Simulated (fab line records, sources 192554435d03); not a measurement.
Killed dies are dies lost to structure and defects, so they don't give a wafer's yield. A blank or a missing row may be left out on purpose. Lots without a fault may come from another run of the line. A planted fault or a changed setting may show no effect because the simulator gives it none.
Which tool did it? | flow n5_finfet | 8 lots, 24 wafers sampled, at 5 steps of a route of 1938

WHAT THE GAUGES READ, wafer by wafer
N5_BEOL_M4_RC_MEAS_101. Usual: DIBL_N 36.1 mV/V, standard deviation 1.6; DIBL_P 35.7 mV/V, standard deviation 1.8; IOFF_N 0.159 nA/um, standard deviation 0.027; IOFF_P 0.21 nA/um, standard deviation 0.03; IOFF_P_85C 3.6 nA/um, standard deviation 0.43; IOFF_P_LIN 0.100 nA/um, standard deviation 0.011; IOFF_P_LONG 0.00011 nA/um, standard deviation 9.7e-06; ION_N 673 uA/um, standard deviation 10; ION_P 462 uA/um, standard deviation 7.4; SS_N 71.4 mV/dec, standard deviation 0.56; SS_P 73.2 mV/dec, standard deviation 0.61; VT_N 249.7 mV, standard deviation 3; VT_P -250 mV, standard deviation 3.1; VT_P_LONG -275 mV, standard deviation 3.3; VT_P_LVT -98.4 mV, standard deviation 2.7.
lot  | measured     | on        | DIBL_N (mV/V)  | DIBL_P (mV/V)  | IOFF_N (nA/um)    | IOFF_P (nA/um) | IOFF_P_85C (nA/um) | IOFF_P_LIN (nA/um) | IOFF_P_LONG (nA/um)        | ION_N (uA/um) | ION_P (uA/um) | SS_N (mV/dec)  | SS_P (mV/dec)  | VT_N (mV)         | VT_P (mV)      | VT_P_LONG (mV) | VT_P_LVT (mV)        | flag
L484 | day 8 15:06  | prober-02 | 33.5 35.2 37.1 | 30.8 33.0 34.6 | 0.133 0.156 0.187 | 0.20 0.23 0.26 | 3.5 3.9 4.3        | 0.104 0.115 0.122  | 0.000133 0.000135 0.000132 | 683 686 677   | 480 476 471   | 70.9 70.7 72.3 | 72.1 72.6 73.4 | 249.5 249.5 245.7 | -248 -246 -244 | -267 -267 -270 | -96.7 -95.0 -95.3    |
L486 | day 8 23:52  | prober-02 | 36.4 37.0 36.4 | 34.9 35.9 35.9 | 0.162 0.170 0.167 | 0.20 0.22 0.23 | 3.6 3.9 3.9        | 0.102 0.109 0.112  | 0.000116 0.000107 0.00011  | 671 678 676   | 463 467 469   | 71.4 71.6 71.2 | 72.7 73.7 73.8 | 250.1 246.8 247.0 | -250 -248 -247 | -274 -274 -274 | -97.7 -95.7 -95.5    |
L496 | day 11 15:17 | prober-01 | 39.8 38.1 38.0 | 39.4 36.4 36.1 | 0.213 0.185 0.174 | 0.05 0.04 0.04 | 1.1 0.9 0.9        | 0.022 0.019 0.018  | 5.3e-05 5.1e-05 4.5e-05    | 686 687 683   | 394 392 388   | 72.4 71.5 71.9 | 75.0 73.2 73.5 | 248.2 247.2 248.8 | -294 -298 -298 | -321 -323 -323 | -141.1 -145.7 -143.5 | OFF
L497 | day 11 15:35 | prober-02 | 36.1 35.4 37.2 | 36.2 35.9 38.5 | 0.161 0.151 0.198 | 0.05 0.04 0.05 | 1.0 1.0 1.1        | 0.022 0.021 0.024  | 5.5e-05 5.4e-05 5.4e-05    | 682 681 694   | 404 398 402   | 72.0 71.7 71.3 | 72.8 73.7 72.9 | 248.9 250.4 243.9 | -289 -290 -290 | -315 -317 -317 | -142.8 -140.6 -139.3 | OFF
L498 | day 12 12:33 | prober-02 | 35.1 38.1 35.5 | 36.0 38.5 36.5 | 0.152 0.243 0.172 | 0.04 0.05 0.04 | 0.9 1.1 0.9        | 0.020 0.023 0.020  | 5.6e-05 5.1e-05 4.7e-05    | 684 688 685   | 399 397 393   | 71.3 72.3 72.0 | 72.8 73.2 72.8 | 249.8 242.1 246.1 | -297 -294 -294 | -314 -318 -319 | -143.8 -142.1 -145.9 | OFF
L501 | day 13 17:08 | prober-01 | 34.9 35.7 36.4 | 34.5 36.9 37.7 | 0.122 0.148 0.163 | 0.17 0.21 0.21 | 3.1 3.6 3.6        | 0.087 0.100 0.098  | 0.000109 0.000103 0.000109 | 666 683 683   | 455 467 465   | 71.1 70.8 71.6 | 73.3 73.6 73.8 | 253.6 250.6 250.1 | -252 -250 -251 | -273 -274 -273 | -102.1 -99.4 -99.3   |
L504 | day 14 16:55 | prober-02 | 34.9 40.0 37.2 | 33.0 39.2 35.1 | 0.124 0.210 0.147 | 0.19 0.30 0.23 | 3.2 4.7 3.8        | 0.094 0.128 0.107  | 0.00012 0.000121 0.000124  | 667 684 675   | 465 473 478   | 70.6 71.4 70.6 | 72.9 75.1 73.6 | 250.1 246.3 249.8 | -249 -246 -248 | -272 -268 -271 | -98.3 -93.1 -96.3    |
L503 | day 15 05:43 | prober-01 | 35.2 34.7 36.7 | 34.8 33.7 36.9 | 0.156 0.139 0.201 | 0.22 0.20 0.26 | 3.9 3.6 4.4        | 0.110 0.104 0.125  | 0.000116 0.000122 0.000122 | 662 670 694   | 460 468 482   | 71.1 70.9 71.0 | 73.1 72.1 73.1 | 247.2 251.6 243.3 | -244 -245 -242 | -273 -271 -270 | -96.3 -96.0 -92.5    |

WHICH TOOL RAN EACH LOT (tool, then ch and the chambers of the sampled wafers, then the start)
lot  | N5_SDB_CMP_30                | N5_HKMG_FIN_ETCH_58               | N5_HKMG_FIN_CVD_62                      | N5_HKMG_FIN_ALD_36
L484 | cmp-01 ch 0,2,3, day 4 15:38 | rie_diel-03 ch 1,2,3, day 4 17:53 | thermal_cvd_si-01 ch 0,1, day 4 19:18   | ald_metal-01 ch 0,1,3, day 4 19:44
L486 | cmp-04 ch 0,1,2, day 5 02:10 | rie_diel-03 ch 0,1,2, day 5 04:22 | thermal_cvd_si-01 ch 0,2, day 5 05:47   | ald_metal-02 ch 0,1,3, day 5 06:19
L496 | cmp-03 ch 1,3, day 7 14:05   | rie_diel-03 ch 2,3, day 7 16:22   | thermal_cvd_si-01 ch 0,1,2, day 7 17:47 | ald_metal-02 ch 0,2,3, day 7 18:11
L497 | cmp-01 ch 1,2,3, day 7 22:27 | rie_diel-03 ch 1,2, day 8 00:36   | thermal_cvd_si-02 ch 0,2, day 8 02:06   | ald_metal-01 ch 0,1, day 8 02:40
L498 | cmp-01 ch 0,2,3, day 8 02:21 | rie_diel-06 ch 0,2,3, day 8 04:50 | thermal_cvd_si-01 ch 0,1,2, day 8 06:19 | ald_metal-01 ch 0,1,2, day 8 06:43
L501 | cmp-03 ch 1,2, day 9 04:26   | rie_diel-01 ch 1,2,3, day 9 06:56 | thermal_cvd_si-01 ch 0,1,2, day 9 08:12 | ald_metal-02 ch 0,2,3, day 9 08:34
L504 | cmp-04 ch 1,3, day 9 15:51   | rie_diel-06 ch 1,2, day 9 18:20   | thermal_cvd_si-01 ch 0,1, day 9 19:58   | ald_metal-01 ch 0,2, day 9 20:37
L503 | cmp-01 ch 0,1,3, day 9 17:13 | rie_diel-03 ch 1,2,3, day 9 19:27 | thermal_cvd_si-02 ch 0,1,2, day 9 20:59 | ald_metal-01 ch 0,1,3, day 9 21:34
- N5_SDB_CMP_30: polishes, stops on poly-Si, t overpolish 1.54 s, target thk 30 nm.
- N5_HKMG_FIN_ETCH_58: etches SOC in N2/H2, target depth 215.8 nm, time 741 s.
- N5_HKMG_FIN_CVD_62: deposits a-Si from Si2H6, target thk 3 nm, time 20.8 s.
- N5_HKMG_FIN_ALD_36: deposits TiN, target thk 1 nm, pulse time 1 s, purge time 3 s.

WHAT THE TOOLS THEMSELVES READ (means of the sampled wafers that have a number; where no wafer has one, the mark that the record gives instead)
N5_SDB_CMP_30. Usual: edge_zone_pressure_frac 1.001, standard deviation 0.0051; motor_current_A 12.2 A, standard deviation 1.5; overpolish_run_s 1.540 s, standard deviation 0.0089; slurry_flow_ml_min 150.0, standard deviation 0.43; time_to_endpoint_s 18.1 s, standard deviation 2.6.
lot  | tool   | edge_zone_pressure_frac | motor_current_A (A) | overpolish_run_s (s) | slurry_flow_ml_min | time_to_endpoint_s (s) | flag
L484 | cmp-01 | 1.001                   | 12.2                | 1.547                | 150.0              | 15.9                   |
L486 | cmp-04 | 1.001                   | 12.8                | 1.545                | 150.0              | 19.4                   |
L496 | cmp-03 | 1.002                   | 10.4                | 1.542                | 149.8              | 19.5                   |
L497 | cmp-01 | 1.002                   | 11.9                | 1.528                | 150.2              | 15.5                   |
L498 | cmp-01 | 1.004                   | 12.1                | 1.550                | 150.3              | 17.8                   |
L501 | cmp-03 | 1.000                   | 10.7                | 1.540                | 150.1              | 20.0                   |
L504 | cmp-04 | 0.999                   | 14.6                | 1.540                | 150.3              | 19.9                   |
L503 | cmp-01 | 0.997                   | 11.6                | 1.539                | 149.9              | 16.5                   |

N5_HKMG_FIN_ETCH_58. Usual: drypump_motor_current_A 5.6 A, standard deviation 0.35; oes_product_au 0.77 a.u., standard deviation 0.072; rf_fwd_power_W 874 W, standard deviation 3.1; rf_vpp_V 99.3 V, standard deviation 0.83; showerhead_plenum_p_Torr 2.57 Torr, standard deviation 0.067; throttle_valve_pct 17.81 %, standard deviation 0.29.
lot  | tool        | drypump_motor_current_A (A) | oes_product_au (a.u.) | rf_fwd_power_W (W) | rf_vpp_V (V) | showerhead_plenum_p_Torr (Torr) | throttle_valve_pct (%) | flag
L484 | rie_diel-03 | 5.7                         | 0.76                  | 875                | 100.0        | 2.55                            | 17.68                  |
L486 | rie_diel-03 | 5.8                         | 0.74                  | 875                | 99.4         | 2.55                            | 17.71                  |
L496 | rie_diel-03 | 5.9                         | 0.71                  | 872                | 99.4         | 2.52                            | 17.77                  |
L497 | rie_diel-03 | 6.1                         | 0.72                  | 874                | 99.8         | 2.52                            | 17.67                  |
L498 | rie_diel-06 | 5.5                         | 0.80                  | 874                | 99.0         | 2.56                            | 17.86                  |
L501 | rie_diel-01 | 5.6                         | 0.76                  | 876                | 98.6         | 2.59                            | 17.97                  |
L504 | rie_diel-06 | 5.6                         | 0.74                  | 872                | 99.3         | 2.59                            | 18.06                  |
L503 | rie_diel-03 | 5.7                         | 0.72                  | 873                | 98.4         | 2.53                            | 17.76                  |

N5_HKMG_FIN_CVD_62. Usual: chamber_pressure_Torr 1.0000 Torr, standard deviation 0.0023; heater_power_outer_w 941 W, standard deviation 110; heater_power_w 1448 W, standard deviation 200.
lot  | tool              | chamber_pressure_Torr (Torr) | heater_power_outer_w (W) | heater_power_w (W) | flag
L484 | thermal_cvd_si-01 | 1.0000                       | 979                      | 1424               |
L486 | thermal_cvd_si-01 | 0.9987                       | 953                      | 1370               |
L496 | thermal_cvd_si-01 | 0.9997                       | 924                      | 1397               |
L497 | thermal_cvd_si-02 | 1.0000                       | 831                      | 1324               |
L498 | thermal_cvd_si-01 | 1.0008                       | 947                      | 1403               |
L501 | thermal_cvd_si-01 | 1.0017                       | 927                      | 1406               |
L504 | thermal_cvd_si-01 | 1.0043                       | 974                      | 1443               |
L503 | thermal_cvd_si-02 | 0.9988                       | 934                      | 1541               |

N5_HKMG_FIN_ALD_36. Usual: chamber_pressure_Torr 3.000 Torr, standard deviation 0.0065; heater_power_outer_w 533 W, standard deviation 71; heater_power_w 866 W, standard deviation 96; precursor_pulse_height_rel 1.000, standard deviation 0.02.
lot  | tool         | chamber_pressure_Torr (Torr) | heater_power_outer_w (W) | heater_power_w (W) | precursor_pulse_height_rel | flag
L484 | ald_metal-01 | 3.002                        | 516                      | 891                | 0.984                      |
L486 | ald_metal-02 | 2.994                        | 506                      | 817                | 1.004                      |
L496 | ald_metal-02 | -                            | -                        | -                  | -                          | OFF
L497 | ald_metal-01 | -                            | -                        | -                  | -                          | OFF
L498 | ald_metal-01 | -                            | -                        | -                  | -                          | OFF
L501 | ald_metal-02 | 2.997                        | 542                      | 821                | 1.004                      |
L504 | ald_metal-01 | 2.996                        | 526                      | 894                | 0.995                      |
L503 | ald_metal-01 | 3.002                        | 527                      | 876                | 1.020                      |

THE ANSWER, worked out from the rows above alone
Rule: a lot is off if the mean of its wafers that have a number lies more than 3 standard deviations from the usual mean. A lot without any number at a reading at which 4 lots or more have one is off too. The other lots that the step has rows for count as sound. The gauges are gone through in route order, then the tools' own readings, and for those a lot's mean is taken as printed above. The first step at which some lot is off is used, and at that step the reading that is off furthest; a lot without a number counts as furthest.
Off: L496, L497, L498, at N5_BEOL_M4_RC_MEAS_101 (VT_P_LVT).
A tool fits if, at a process step before that reading, it ran every lot that is off, and no sound lot after the first of them. The gauges at N5_BEOL_M4_RC_MEAS_101 aren't tried: what is off there is off at N5_HKMG_FIN_ALD_36 too, on other tools, and a gauge's error can't cause that. None of those tried fits.

WHAT THE SIMULATOR HAD PUT IN
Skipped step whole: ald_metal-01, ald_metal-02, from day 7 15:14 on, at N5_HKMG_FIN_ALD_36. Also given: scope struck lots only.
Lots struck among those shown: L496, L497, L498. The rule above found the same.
